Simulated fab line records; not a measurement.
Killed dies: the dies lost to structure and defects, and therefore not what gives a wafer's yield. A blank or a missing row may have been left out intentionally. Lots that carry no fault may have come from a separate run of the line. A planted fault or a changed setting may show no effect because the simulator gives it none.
Which of the tools did it? + flow n5 finfet + Sampling: 9 lots, 26 wafers, 2 of 1938 route steps

== WHAT THE GAUGES READ, wafer by wafer ==
N5_ZERO_LAYER_INSPECT_20: inspects for defects (darkfield).
| lot  | measured    | on                | raw defect count |
|------|-------------|-------------------|------------------|
| L670 | day 3 01:26 | defect inspect-02 | 28 83 34         |
| L671 | day 3 07:32 | defect inspect-02 | 14 26 22         |
| L675 | day 4 07:44 | defect inspect-01 | 37 37 23         |
| L681 | day 5 19:17 | defect inspect-02 | 26 27 445        |
| L682 | day 6 01:24 | defect inspect-02 | 24 30 39         |
| L683 | day 6 07:15 | defect inspect-01 | 474 27 487       |
| L684 | day 6 13:24 | defect inspect-01 | 43 476 40        |
| L685 | day 6 19:23 | defect inspect-02 | 68 41 49         |
| L687 | day 7 07:19 | defect inspect-02 | 21 38            |

== WHICH TOOL RAN EACH LOT (tool, then ch and the chambers of the sampled wafers, then the start) ==
| lot  | N5_ZERO_LAYER_ETCH_17             |
|------|-----------------------------------|
| L670 | rie diel-03 ch 0,1,2, day 3 00:55 |
| L671 | rie diel-03 ch 0,1, day 3 07:00   |
| L675 | rie diel-03 ch 1,2,3, day 4 07:11 |
| L681 | rie diel-03 ch 1,2,3, day 5 18:43 |
| L682 | rie diel-01 ch 0,1,3, day 6 00:52 |
| L683 | rie diel-03 ch 2,3, day 6 06:43   |
| L684 | rie diel-03 ch 0,2, day 6 12:52   |
| L685 | rie diel-01 ch 0,1,2, day 6 18:51 |
| L687 | rie diel-01 ch 0,3, day 7 06:49   |
- N5_ZERO_LAYER_ETCH_17: etches SiO2 in CF4, target depth 12 nm, time 13.3 s.

== THE ANSWER, worked out from the rows above alone ==
Rule: usual is defined by the lots themselves. The widest of any qualifying gaps counts: lots, ordered by their means at a reading, are off when they make up no more than a third of the lots, leave a main group of 4 or more, and stand apart from it by 3 or more times the standard deviation of that group's means. If all means in a main group match to the digits the tables above print for the reading, that group is not used. Also off: a lot with no number at a reading for which 4 or more lots have one. Any other lot the step has rows for is counted as sound.
Off: L681, L683, L684, at N5_ZERO_LAYER_INSPECT_20 (raw defect count). The main group: mean 36, standard deviation 11.
If a tool, at a process step before that reading, ran all the lots that are off and no sound lot after the first of them, it fits. Those tools and the gauges at N5_ZERO_LAYER_INSPECT_20 are tried in the same way. One fits: rie diel-03 at N5_ZERO_LAYER_ETCH_17. Its last sound lot is L675 (day 4 07:11), its first lot that is off L681 (day 5 18:43): a fault that began between those two fits.

== WHAT HAD BEEN PUT IN BY THE SIMULATOR ==
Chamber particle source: rie diel-03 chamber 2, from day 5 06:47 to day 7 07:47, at N5_ZERO_LAYER_ETCH_17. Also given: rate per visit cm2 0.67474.
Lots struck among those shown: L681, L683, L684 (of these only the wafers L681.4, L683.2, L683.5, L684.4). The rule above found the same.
